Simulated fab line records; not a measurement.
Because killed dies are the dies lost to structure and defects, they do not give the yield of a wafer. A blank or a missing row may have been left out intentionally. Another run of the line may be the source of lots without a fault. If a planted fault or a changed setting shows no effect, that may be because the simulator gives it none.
Split-lot study || flow n5 finfet || 21 wafers read from 7 lots, route of 1938 steps

== THE SPLIT ITSELF ==
At N5_BEOL_M10_PEB_26 (peb time 60 s), the setting peb time s was moved away from the recipe's 60 s on 2 of the 21 wafers read, by -22.2% to -12.3%. The other wafers ran this setting at the recipe's value.

== SPLIT TO READING: what lies between them in the file, 1 step ==
- N5_BEOL_M10_DEVELOP_27: develop time 30 s

== THE READING ==
cd nm (nm) at N5_BEOL_M10_CD_MEAS_28, where the cd target is 70 nm. Fault-free wafers of this fab line usually give 70.5 nm, standard deviation 1.5 nm.

{"wafer": "L077.3", "tool, chamber at the split": "litho track-04, 0", "peb time s as run, s": 46.7, "against the recipe": "-22.2%", "cd nm, nm": 53.9, "against lot-mates on the recipe": -15.0}
{"wafer": "L077.5", "tool, chamber at the split": "litho track-04, 0", "peb time s as run, s": 60, "against the recipe": "recipe", "cd nm, nm": 68.0, "against lot-mates on the recipe": "-"}
{"wafer": "L077.6", "tool, chamber at the split": "litho track-04, 0", "peb time s as run, s": 60, "against the recipe": "recipe", "cd nm, nm": 69.8, "against lot-mates on the recipe": "-"}
{"wafer": "L079.4", "tool, chamber at the split": "litho track-05, 0", "peb time s as run, s": 60, "against the recipe": "recipe", "cd nm, nm": 71.0, "against lot-mates on the recipe": "-"}
{"wafer": "L079.5", "tool, chamber at the split": "litho track-05, 0", "peb time s as run, s": 60, "against the recipe": "recipe", "cd nm, nm": 69.6, "against lot-mates on the recipe": "-"}
{"wafer": "L079.6", "tool, chamber at the split": "litho track-05, 0", "peb time s as run, s": 60, "against the recipe": "recipe", "cd nm, nm": 70.8, "against lot-mates on the recipe": "-"}
{"wafer": "L080.4", "tool, chamber at the split": "litho track-01, 0", "peb time s as run, s": 60, "against the recipe": "recipe", "cd nm, nm": 68.8, "against lot-mates on the recipe": "-"}
{"wafer": "L080.5", "tool, chamber at the split": "litho track-01, 0", "peb time s as run, s": 60, "against the recipe": "recipe", "cd nm, nm": 72.5, "against lot-mates on the recipe": "-"}
{"wafer": "L080.6", "tool, chamber at the split": "litho track-01, 0", "peb time s as run, s": 60, "against the recipe": "recipe", "cd nm, nm": 69.3, "against lot-mates on the recipe": "-"}
{"wafer": "L084.2", "tool, chamber at the split": "litho track-01, 0", "peb time s as run, s": 60, "against the recipe": "recipe", "cd nm, nm": 69.4, "against lot-mates on the recipe": "-"}
{"wafer": "L084.3", "tool, chamber at the split": "litho track-01, 0", "peb time s as run, s": 52.63, "against the recipe": "-12.3%", "cd nm, nm": 65.2, "against lot-mates on the recipe": -6.2}
{"wafer": "L084.6", "tool, chamber at the split": "litho track-01, 0", "peb time s as run, s": 60, "against the recipe": "recipe", "cd nm, nm": 73.5, "against lot-mates on the recipe": "-"}
{"wafer": "L087.1", "tool, chamber at the split": "litho track-05, 0", "peb time s as run, s": 60, "against the recipe": "recipe", "cd nm, nm": 69.4, "against lot-mates on the recipe": "-"}
{"wafer": "L087.3", "tool, chamber at the split": "litho track-05, 0", "peb time s as run, s": 60, "against the recipe": "recipe", "cd nm, nm": 70.1, "against lot-mates on the recipe": "-"}
{"wafer": "L087.6", "tool, chamber at the split": "litho track-05, 0", "peb time s as run, s": 60, "against the recipe": "recipe", "cd nm, nm": 69.8, "against lot-mates on the recipe": "-"}
{"wafer": "L085.2", "tool, chamber at the split": "litho track-01, 0", "peb time s as run, s": 60, "against the recipe": "recipe", "cd nm, nm": 73.8, "against lot-mates on the recipe": "-"}
{"wafer": "L085.3", "tool, chamber at the split": "litho track-01, 0", "peb time s as run, s": 60, "against the recipe": "recipe", "cd nm, nm": 69.9, "against lot-mates on the recipe": "-"}
{"wafer": "L085.5", "tool, chamber at the split": "litho track-01, 0", "peb time s as run, s": 60, "against the recipe": "recipe", "cd nm, nm": 71.1, "against lot-mates on the recipe": "-"}
{"wafer": "L097.1", "tool, chamber at the split": "litho track-04, 0", "peb time s as run, s": 60, "against the recipe": "recipe", "cd nm, nm": 72.0, "against lot-mates on the recipe": "-"}
{"wafer": "L097.3", "tool, chamber at the split": "litho track-04, 0", "peb time s as run, s": 60, "against the recipe": "recipe", "cd nm, nm": 70.9, "against lot-mates on the recipe": "-"}
{"wafer": "L097.5", "tool, chamber at the split": "litho track-04, 0", "peb time s as run, s": 60, "against the recipe": "recipe", "cd nm, nm": 70.0, "against lot-mates on the recipe": "-"}

FIT RESULTS
A straight line over all 21 wafers: cd nm changes by +0.679 nm for each +1% of peb time s; r = +0.91; the points scatter about the line by 1.7 nm.
The same after taking each lot's own level away (the mean of its wafers on the recipe; 21 wafers): +0.639 nm for each +1%; r = +0.94; scatter 1.3 nm.
On that fit, the largest move of peb time s shifts the reading by 14 nm.
Measured against the standard deviation above, the lots' own levels, which go from 68.90 to 71.60 nm, span 1.8 times it.
The two slopes are in agreement: the lot-to-lot level therefore moves the slope only a little.
Check: -11.3 nm against its lot-mates is what the line predicts for one of the wafers moved furthest among these (-22.2%) when that wafer is left out of the fit. Against them it came out at -15 nm.

== THESE WAFERS: OTHER SPLITS ==
These wafers also went through other splits before the reading. Each is held against what the fit with the lots' levels taken away leaves over:
{"other split on the same wafers": "N5_BEOL_M9_ILD_DEP_00 time s", "wafers away from the commonest value": 8, "r with cd nm (lot level and that fit taken away)": -0.16}
{"other split on the same wafers": "N5_BEOL_M9_COAT_22 spin rpm", "wafers away from the commonest value": 7, "r with cd nm (lot level and that fit taken away)": -0.31}
{"other split on the same wafers": "N5_BEOL_M10_COAT_63 spin rpm", "wafers away from the commonest value": 6, "r with cd nm (lot level and that fit taken away)": "+0.46"}

== FILE'S OWN FIT ==
cd nm changes by +0.638 nm for each +1% of peb time s, r = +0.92.
